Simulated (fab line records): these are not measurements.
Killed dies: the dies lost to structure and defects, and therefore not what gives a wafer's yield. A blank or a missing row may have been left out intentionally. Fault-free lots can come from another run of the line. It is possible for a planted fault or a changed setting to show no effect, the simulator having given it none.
Matching of chambers	flow nandHarc	NHARC_A_SLIT_ETCH_29 on rieDiel-01 has 4 sister chambers
The step etches the open film in CF4/O2, target depth 100 nm, overetch 10 nm, time 55 s. 8 wafers are shown with their chamber, then 11 later ones without.

== EACH WAFER AND ITS CHAMBER ==
wafer	chamber	rfVppV (V)	throttleValvePct (%)
L078.5	0	196.8	13.384
L083.5	0	198.4	13.386
L083.6	3	199.7	13.396
L081.2	3	198.1	13.409
L081.3	2	197.5	13.388
L084.1	2	199.8	13.401
L084.5	1	195.5	13.391
L090.1	1	197.5	13.400

== WAFERS WITH NO CHAMBER GIVEN ==
wafer	rfVppV (V)	throttleValvePct (%)
L090.2	197.3	13.398
L090.5	199.8	13.397
L092.2	196.3	13.399
L092.5	197.2	13.405
L092.6	197.4	13.399
L096.2	196.0	13.379
L096.5	197.5	13.403
L096.6	198.2	13.418
L093.1	198.9	13.411
L093.2	197.6	13.392
L093.5	200.2	13.406

== WHICH CHAMBER EACH WENT THROUGH ==
wafer	from the rows above	in truth
L090.2	can't be placed: 1 or 2 or 3 or 0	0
L090.5	can't be placed: 2 or 3 or 0 or 1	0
L092.2	can't be placed: 1 or 2 or 3 or 0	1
L092.5	can't be placed: 3 or 1 or 2 or 0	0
L092.6	can't be placed: 1 or 2 or 3 or 0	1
L096.2	can't be placed: 0 or 1 or 2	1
L096.5	can't be placed: 3 or 1 or 2 or 0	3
L096.6	can't be placed: 3 or 2 or 1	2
L093.1	can't be placed: 3 or 2 or 1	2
L093.2	can't be placed: 2 or 1 or 0 or 3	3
L093.5	can't be placed: 3 or 2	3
Placed correctly: 0 of 11. Not placeable from these rows: 11 (in 11, the candidates include the true chamber). Wrongly placed: 0.
How it was worked out, from the rows above alone: a wafer's distance from a chamber is the root of the sum, over the readings, of the square of ((its reading less the chamber's mean) divided by the reading's scatter). The wafer belongs to the nearest chamber; if the next one is less than 2 further off, it can't be placed. Each chamber's mean is taken over the wafers shown for it. The scatter: take each reading less its chamber's mean, square it, sum over the shown wafers, divide by the number of wafers less the number of chambers, and take the root.
